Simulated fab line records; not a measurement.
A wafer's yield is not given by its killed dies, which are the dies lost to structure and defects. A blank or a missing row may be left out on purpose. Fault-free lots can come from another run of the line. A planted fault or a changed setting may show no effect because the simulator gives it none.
Which tool did it? -- flow n5 finfet -- 12 lots, 36 wafers sampled, at 6 steps of a route of 1938

## WHAT EACH GAUGE READ, for each wafer
N5_BEOL_M8_THK_MEAS_01.
lot,measured,on,M8_ILD_THK (nm)
L075,day 9 11:19,film metro-01,154.3 154.6 156.3
L077,day 10 11:43,film metro-01,154.5 151.3 156.8
L079,day 10 18:50,film metro-01,154.9 154.1 155.3
L081,day 11 04:38,film metro-01,153.1 152.6 156.9
L082,day 11 11:18,film metro-01,151.4 153.0 156.9
L085,day 11 23:11,film metro-01,155.0 155.8 158.0
L087,day 12 17:51,film metro-01,152.8 158.5 155.7
L089,day 12 23:38,film metro-02,152.1 154.8 154.1
L090,day 13 07:40,film metro-01,153.7 152.2 154.1
L093,day 14 05:35,film metro-01,152.8 152.7 155.4
L094,day 15 04:58,film metro-01,153.8 150.1 157.1
L097,day 15 16:45,film metro-01,154.9 158.5 156.4

## EACH LOT AND THE TOOL THAT RAN IT (in order: tool; ch and the chambers of the sampled wafers; start)
lot,N5_BEOL_M7_PECVD_70,N5_BEOL_M7_ETCH_41,N5_BEOL_M7_CURE_75,N5_BEOL_M7_ANNEAL_51,N5_BEOL_M8_CURE_74
L075,"pecvd-01 ch 0,1, day 9 03:27","rie diel-03 ch 0,1,3, day 9 07:47 or earlier","uv cure-01 ch 1, day 9 07:47","rtp anneal-02 ch 0, day 9 09:57","uv cure-03 ch 2, day 9 10:48"
L077,"pecvd-01 ch 0,1, day 10 04:08","rie diel-02 ch 1,2,3, day 10 08:17 or earlier","uv cure-02 ch 1, day 10 08:17","rtp anneal-02 ch 0, day 10 10:21","uv cure-02 ch 1, day 10 11:12"
L079,"pecvd-01 ch 0,1,2, day 10 08:57","rie diel-04 ch 1,3, day 10 12:17 or earlier","uv cure-02 ch 1, day 10 12:17","rtp anneal-01 ch 0, day 10 17:28","uv cure-01 ch 2, day 10 18:19"
L081,"pecvd-01 ch 0,1,2, day 10 18:50","rie diel-04 ch 1,2, day 11 01:10 or earlier","uv cure-02 ch 0, day 11 01:10","rtp anneal-01 ch 0, day 11 03:16","uv cure-02 ch 0, day 11 04:07"
L082,"pecvd-01 ch 1,2, day 11 04:23","rie diel-04 ch 0,2,3, day 11 08:25 or earlier","uv cure-03 ch 1, day 11 08:25","rtp anneal-01 ch 0, day 11 09:55","uv cure-03 ch 0, day 11 10:52"
L085,"pecvd-02 ch 1,2, day 11 12:36","rie diel-04 ch 1,2,3, day 11 17:02 or earlier","uv cure-01 ch 2, day 11 17:02","rtp anneal-01 ch 0, day 11 21:40","uv cure-01 ch 0, day 11 22:45"
L087,"pecvd-03 ch 0,1,2, day 12 08:23","rie diel-04 ch 0,1,2, day 12 14:38 or earlier","uv cure-01 ch 2, day 12 14:38","rtp anneal-01 ch 0, day 12 16:30","uv cure-01 ch 1, day 12 17:25"
L089,"pecvd-03 ch 1,2, day 12 14:03","rie diel-03 ch 0,1,3, day 12 20:06 or earlier","uv cure-02 ch 2, day 12 20:06","rtp anneal-01 ch 0, day 12 22:08","uv cure-01 ch 1, day 12 23:12"
L090,"pecvd-02 ch 1,2, day 12 22:23","rie diel-02 ch 1,3, day 13 03:41 or earlier","uv cure-02 ch 1, day 13 03:41","rtp anneal-01 ch 0, day 13 06:16","uv cure-02 ch 0, day 13 07:09"
L093,"pecvd-02 ch 1,2, day 13 19:41","rie diel-02 ch 0,2,3, day 14 02:36 or earlier","uv cure-03 ch 0, day 14 02:36","rtp anneal-02 ch 0, day 14 04:14","uv cure-01 ch 2, day 14 05:05"
L094,"pecvd-03 ch 0,1, day 14 18:20","rie diel-03 ch 0,1, day 14 23:49 or earlier","uv cure-03 ch 1, day 14 23:49","rtp anneal-01 ch 0, day 15 03:16","uv cure-03 ch 2, day 15 04:27"
L097,"pecvd-03 ch 1,2, day 15 03:00","rie diel-04 ch 1,2, day 15 05:48 or earlier","uv cure-02 ch 0, day 15 05:48","rtp anneal-02 ch 0, day 15 15:22","uv cure-03 ch 2, day 15 16:14"
- N5_BEOL_M7_PECVD_70: deposits SiO2 from TEOS/O2, target thk 20 nm, time 22.7 s.
- N5_BEOL_M7_ETCH_41: etches SiCN in CH3F/O2, target depth 31.9 nm, time 57.8 s.
- N5_BEOL_M7_CURE_75: cures SiCOH lowk, time 120 s.
- N5_BEOL_M7_ANNEAL_51: time 90 s.
- N5_BEOL_M8_CURE_74: cures SiCOH lowk, time 240 s.

## THE ANSWER, worked out from the rows above alone
Rule: usual is defined by the lots themselves. Put in order of their means at a reading, lots are off if they are a third of the lots or fewer, leave a main group of 4 or more, and stand apart from it by a gap of 3 or more times the standard deviation of the main group's means; of several such gaps the widest counts. The tables above print the reading to a certain number of digits; a main group whose means all agree to those digits is not used. Also off: a lot with no number at a reading for which 4 or more lots have one. Where the step has rows for the other lots, those lots are counted as sound.
No lot is off at any reading shown: from this, nothing can be told.

## WHAT HAD BEEN PUT IN BY THE SIMULATOR
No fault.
